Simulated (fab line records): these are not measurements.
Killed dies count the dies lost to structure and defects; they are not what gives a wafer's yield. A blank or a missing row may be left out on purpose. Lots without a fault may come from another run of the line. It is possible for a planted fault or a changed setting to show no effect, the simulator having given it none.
A struck lot beside a sound one | flow n5 finfet | 36 out of 1938 route steps
Sound: wafers L764.2, L764.3, L764.6. Struck: wafers L769.2, L769.6. (L769.1 of the same lot was not struck and is left out.) The cause comes at the end.
Each step with rows lists, per side, the tool, then ch with its chambers, then its first start. Under that, the readings that differ: sound wafers | struck wafers | difference of the means | sigmas: that difference in standard deviations of wafers without a fault.
alike: readings whose means differ by less than 2 such deviations, and words and numbers that are the same on both sides. not compared: withheld readings, readings that some wafer has no value for, bounds like >300 that may hide the same value, and numbers for which the record gives no deviation and whose values overlap.
The two part at a step that has a row with sigmas, a row that says differs or no value, or rows on one side only. Numbers that have no deviation but don't overlap get no sigmas and don't part them. Lack of a reading on every wafer of one side parts them only where that side has two or more wafers.

first, 9 steps without rows for these wafers: N5_PMOS_HMC_CHANNEL_EPI_PRECLEAN_40 (cleans in DHF, time 30 s); N5_PMOS_HMC_CHANNEL_EPI_PRECLEAN_37 (cleans in O3/DIW, time 45 s); N5_PMOS_HMC_CHANNEL_EPI_PRECLEAN_24 (cleans in DHF, time 30 s); N5_PMOS_HMC_CHANNEL_EPI_SRD_25 (time 30 s); N5_PMOS_HMC_CHANNEL_EPI_EPI_26 (deposits Si from SiH4/H2, target thk 3.8 nm, time 22.7 s); N5_FIN_SAQP_PRECLEAN_42 (cleans in O3/DIW, time 60 s); N5_FIN_SAQP_PRECLEAN_00 (cleans in SC1, time 60 s); N5_FIN_SAQP_PRECLEAN_44 (cleans in SC2, time 45 s); N5_FIN_SAQP_SRD_01 (time 30 s).
N5_FIN_SAQP_ALD_61: deposits SiO2, target thk 4 nm, pulse time 1 s, purge time 2 s.
  sound on ald sin-02 ch 0,1,3, day 2 03:28; struck on ald sin-02 ch 1, day 3 08:46
  reading                                   | sound                | struck        | difference | sigmas
  susceptor temp C (C)                      | 300.04 299.92 300.27 | 280.74 280.83 | -19.29     | -92
  model.SiO2_of_FIN_SAQP_ALD_61.thk nm (nm) | 3.985 3.993 4.005    | 4.269 4.272   | +0.276     |
  alike: chamber pressure Torr, heater power outer w, heater power w, precursor pulse height rel
then, 24 steps without rows for these wafers: N5_FIN_SAQP_DENSIFY_62 (time 60 s); N5_FIN_SAQP_HM_DEP_03 (deposits SiNx from SiH4/NH3/N2, target thk 38 nm, time 33.6 s); N5_FIN_SAQP_PECVD_47 (deposits a-Si from SiH4/He, target thk 45 nm, time 36.3 s); N5_FIN_SAQP_PECVD_48 (deposits SiNx from SiH4/NH3/N2, target thk 25 nm, time 22.1 s); N5_FIN_SAQP_PECVD_06 (deposits a-Si from SiH4/He, target thk 60 nm, time 48.1 s); N5_FIN_SAQP_HM_DEP_72 (deposits SiO2 from SiH4/N2O, target thk 12 nm, time 7.2 s); N5_FIN_SAQP_COAT_49 (time 60 s, resist thk 100 nm); N5_FIN_SAQP_COAT_50 (time 60 s, resist thk 35 nm); N5_FIN_SAQP_COAT_10 (resist thk 90 nm); N5_FIN_SAQP_EBR_12; N5_FIN_SAQP_SOFTBAKE_11 (time 60 s); N5_FIN_SAQP_EXPOSE_13 (exposes mask FIN CORE, target cd 35.6 nm); N5_FIN_SAQP_PEB_14 (peb time 60 s); N5_FIN_SAQP_DEVELOP_15 (develop time 30 s); N5_FIN_SAQP_DESCUM_21 (chemistry O2, time 7.9 s); N5_FIN_SAQP_ETCH_51 (etches SiARC in CF4, target depth 45.5 nm, time 75.8 s); N5_FIN_SAQP_ETCH_52 (etches SOC in N2/H2, target depth 100 nm, overetch 20 nm, time 150 s); N5_FIN_SAQP_STRIP_53 (strips in N2/H2); N5_FIN_SAQP_HM_OPEN_73 (chemistry CHF3/O2, target SiO2, stops on a-Si, target depth 12 nm, time 16.8 s); N5_FIN_SAQP_STRIP_74 (strips in CHF3/O2); N5_FIN_SAQP_MANDREL_ETCH_22 (etches a-Si in HBr/Cl2, stops on SiNx, target depth 60 nm, bt time 10 s, time 30 s); N5_FIN_SAQP_STRIP_55 (strips in N2/H2); N5_FIN_SAQP_STRIP_23 (strips in SPM, time 750 s); N5_FIN_SAQP_SRD_66 (time 30 s).
N5_FIN_CUT_CUT_ETCH_27: etches SiO2 in CHF3/O2, target depth 4 nm, overetch 2 nm, time 4.9 s.
  sound on rie diel-01 ch 0,1,2, day 2 10:58; struck on rie diel-03 ch 3, day 3 16:05
  reading                  | sound             | struck      | difference | sigmas
  model.etch.depth nm (nm) | 3.985 3.993 4.005 | 4.269 4.272 | +0.276     |
  alike: drypump motor current A, oes product au, rf vpp V, showerhead plenum p Torr, throttle valve pct
  not compared: rf hours counter h
-- here the record skips 6 days between the struck wafers' starts before and after, leaving off in module FIN_CUT and picking up in module BEOL_M4 (first step shown: number 1111 of the route) --
N5_BEOL_M4_RC_MEAS_101:
  sound on prober-01 ch 0, day 8 13:41; struck on prober-01 ch 0, day 9 12:46
  reading        | sound             | struck      | difference | sigmas
  IOFF_N (nA/um) | 0.179 0.202 0.187 | 0.127 0.145 | -0.053     | -3
  SS_P (mV/dec)  | 73.8 74.0 73.5    | 72.7 72.5   | -1.2       | -2
  VT_N (mV)      | 248.3 244.0 246.7 | 254.3 251.2 | +6.4       | +3
  alike: DIBL_N, DIBL_P, IOFF_P, ION_N, ION_P, SS_N, VT_P

## WHERE THEY PART
Earliest at N5_FIN_SAQP_ALD_61; latest, in this record, at N5_BEOL_M4_RC_MEAS_101.

WHY: the cause the simulator had injected
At N5_FIN_SAQP_ALD_61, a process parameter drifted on ald sin-02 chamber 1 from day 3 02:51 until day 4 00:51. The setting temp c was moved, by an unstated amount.
